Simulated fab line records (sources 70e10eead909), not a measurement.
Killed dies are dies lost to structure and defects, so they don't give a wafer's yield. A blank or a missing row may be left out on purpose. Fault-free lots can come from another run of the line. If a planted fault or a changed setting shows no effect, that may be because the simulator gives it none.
Matching of chambers    flow nand_harc    4 sister chambers for NHARC_P_M1_CMP_23 on cmp-01
The step polishes, t overpolish 20 s, target thk 157.82 nm. 33 wafers are shown with their chamber, then 12 later ones without.

## WAFERS WITH THEIR CHAMBER
wafer   chamber  motor_current_A (A)  retaining_ring_pressure_frac  time_to_endpoint_s (s)
L074.1  3        11.1                 0.991                         31.0
L074.4  1        11.7                 1.005                         29.7
L074.5  3        11.0                 1.001                         29.0
L077.3  3        11.2                 1.000                         29.9
L077.4  2        13.5                 1.004                         31.7
L077.6  2        13.0                 0.991                         29.5
L078.3  1        12.2                 1.003                         27.8
L078.4  0        14.3                 1.007                         29.0
L078.5  2        13.6                 0.992                         30.9
L079.2  2        13.5                 0.999                         30.6
L079.3  3        11.1                 0.996                         27.7
L079.5  0        14.7                 1.006                         31.3
L082.2  1        11.9                 0.996                         31.1
L082.3  2        13.1                 1.000                         29.3
L082.6  1        12.7                 0.997                         30.8
L084.1  1        11.7                 0.994                         32.6
L084.4  3        11.0                 1.000                         30.7
L084.6  3        11.7                 1.008                         30.8
L083.2  3        10.5                 0.995                         29.4
L083.4  2        13.2                 1.003                         32.5
L083.5  1        11.6                 1.005                         30.9
L087.1  0        15.2                 0.998                         28.9
L087.4  2        12.9                 1.003                         29.6
L087.5  2        13.4                 1.000                         29.2
L088.3  1        11.6                 1.001                         30.7
L088.4  0        15.7                 1.007                         31.6
L088.5  2        13.1                 1.006                         30.2
L092.2  2        12.8                 0.992                         30.2
L092.3  0        14.0                 1.001                         28.1
L092.6  0        14.1                 1.007                         28.1
L091.2  2        13.0                 1.011                         29.6
L091.4  0        14.6                 1.000                         29.0
L091.6  2        13.0                 1.006                         29.8

SIGNATURES (averages over the wafers above)
reading                       chamber 0  chamber 1  chamber 2  chamber 3  scatter within a chamber
motor_current_A               14.657     11.914     13.175     11.086     0.405
retaining_ring_pressure_frac  1.00371    1.00014    1.00058    0.99871    0.00532
time_to_endpoint_s            29.429     30.514     30.258     29.786     1.25
Rule: a wafer's distance from a chamber is the root of the sum, over the readings, of the square of ((its reading less the chamber's mean) divided by the reading's scatter). The wafer belongs to the nearest chamber; if the next one is less than 2 further off, it can't be placed. How the scatter is found: for the shown wafers, subtract from each reading the mean of its chamber, square and add these, divide the total by (wafers less chambers), then take the root.

## WAFERS WITHOUT THEIR CHAMBER
wafer   motor_current_A (A)  retaining_ring_pressure_frac  time_to_endpoint_s (s)
L093.2  11.4                 1.008                         30.9
L093.3  14.7                 1.004                         29.5
L093.4  12.1                 1.007                         29.0
L094.4  12.5                 0.995                         27.1
L094.5  11.0                 1.014                         27.2
L094.6  15.0                 0.996                         29.7
L095.2  14.8                 1.004                         32.3
L095.5  11.2                 0.996                         28.5
L095.6  15.3                 1.004                         31.9
L097.3  15.3                 0.998                         29.4
L097.4  13.2                 1.003                         31.5
L097.6  13.9                 0.997                         31.4

## WHICH CHAMBER EACH WENT THROUGH
wafer   from the rows above           in truth
L093.2  can't be placed: 1 or 3       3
L093.3  0                             0
L093.4  can't be placed: 1 or 3 or 2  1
L094.4  can't be placed: 2 or 1 or 3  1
L094.5  can't be placed: 3 or 1       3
L094.6  0                             0
L095.2  0                             0
L095.5  can't be placed: 3 or 1       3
L095.6  0                             0
L097.3  0                             0
L097.4  2                             2
L097.6  can't be placed: 2 or 0       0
Placed correctly: 6 of 12. Cannot be placed on the basis of these rows: 6; the candidates contain the true chamber in 6. Placed wrongly: 0.
